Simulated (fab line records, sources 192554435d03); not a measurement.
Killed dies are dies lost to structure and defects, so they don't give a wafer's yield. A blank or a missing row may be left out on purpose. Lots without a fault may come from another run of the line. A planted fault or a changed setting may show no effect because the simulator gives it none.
A struck lot beside a sound one | flow n5_finfet | 15 steps out of a route of 1938
Sound: wafers L522.2, L522.3, L522.6. Struck: wafer L519.1. (L519.3, L519.6 of the same lot were not struck and are left out.) The cause comes at the end.
At each step with rows: each side's tool, then ch and its chambers, then its first start. Under that, the readings that differ: sound wafers | struck wafers | difference of the means | sigmas: that difference in standard deviations of wafers without a fault.
alike: readings whose means differ by less than 2 such deviations, and words and numbers that are the same on both sides. not compared: withheld readings, readings that some wafer has no value for, bounds like >300 that may hide the same value, and numbers for which the record gives no deviation and whose values overlap.
The two part at a step that has a row with sigmas, a row that says differs or no value, or rows on one side only. Numbers that don't overlap but have no deviation are shown without sigmas and don't part them. A reading that every wafer of one side lacks parts them only if that side has two wafers or more.

first, 1 step without rows for these wafers: N5_BEOL_M5_STRIP_91 (strips in N2/H2, time 10 s).
N5_BEOL_M5_OCD_MEAS_38:
  sound on ocd-01, day 11 20:01; struck on ocd-01, day 10 19:01
  alike: trench_depth_nm
then, 4 steps without rows for these wafers: N5_BEOL_M5_HM_STRIP_39 (strips TiN in peroxide tin strip, target depth 25 nm, time 158 s); N5_BEOL_M5_SRD_40 (time 30 s); N5_BEOL_M5_PRECLEAN_42 (cleans in residue remover, time 60 s); N5_BEOL_M5_SRD_43 (time 30 s).
N5_BEOL_M5_CD_MEAS_35: target cd 28 nm, target cd y 24 nm.
  sound on cd_sem-03, day 11 20:10; struck on cd_sem-03, day 10 19:10
  alike: cd_nm
N5_BEOL_M5_CURE_80: cures SiCOH lowk, time 120 s.
  sound on uv_cure-02 ch 1, day 11 20:15; struck on uv_cure-03 ch 1, day 10 19:12
  reading          | sound             | struck | difference | sigmas
  wafer_temp_C_max | 371.9 371.8 372.2 | 370.7  | -1.3       | -2
  alike: lamp_power_pct
N5_BEOL_M5_DEGAS_44: time 60 s.
  sound on pvd_sputter-02, day 11 20:31; struck on pvd_sputter-03, day 10 19:58
  alike: heater_power_w
N5_BEOL_M5_PRE_CLEAN_45: time 30 s.
  sound on pvd_sputter-02, day 11 20:34; struck on pvd_sputter-03, day 10 20:01
  alike: heater_power_w
N5_BEOL_M5_ALD_86: deposits TaN, pulse time 2 s, purge time 3 s, co reactant purge time 2 s.
  sound on ald_metal-01 ch 1,2,3, day 11 20:37; struck on ald_metal-04 ch 1, day 10 20:05
  alike: heater_power_outer_w, heater_power_w, precursor_vessel_temp_c
N5_BEOL_M5_SURFACE_TREAT_87:
  sound on pvd_sputter-03, day 11 20:54; struck on pvd_sputter-03, day 10 20:47
  not compared: throttle_valve_pct
N5_BEOL_M5_CVD_47: deposits Co from CCTBA/H2, target thk 3 nm, time 216 s.
  sound on cvd_co-01 ch 0,1,2, day 11 21:11; struck on cvd_co-02 ch 2, day 10 21:05
  reading          | sound             | struck | difference | sigmas
  run_length_s (s) | 239.9 238.9 239.7 | 99.2   | -140.3     | -99 or more
then, 1 step without rows for these wafers: N5_BEOL_M5_SPUTTER_48 (material Cu, target thk 15 nm, time 27.62 s).
-- the record jumps here: 4 days lie between the struck wafers' starts before and after (it left off in module BEOL_M5 and takes up again in module PASSIVATION, whose first step shown is number 1936 of the route) --
N5_PASSIVATION_PROBE_49:
  the record has rows for the struck wafers here (prober-01, day 15 06:40) and none for the sound ones

WHERE THEY PART
First at N5_BEOL_M5_CURE_80; last, within this record, at N5_PASSIVATION_PROBE_49.

WHY: what the simulator had put in
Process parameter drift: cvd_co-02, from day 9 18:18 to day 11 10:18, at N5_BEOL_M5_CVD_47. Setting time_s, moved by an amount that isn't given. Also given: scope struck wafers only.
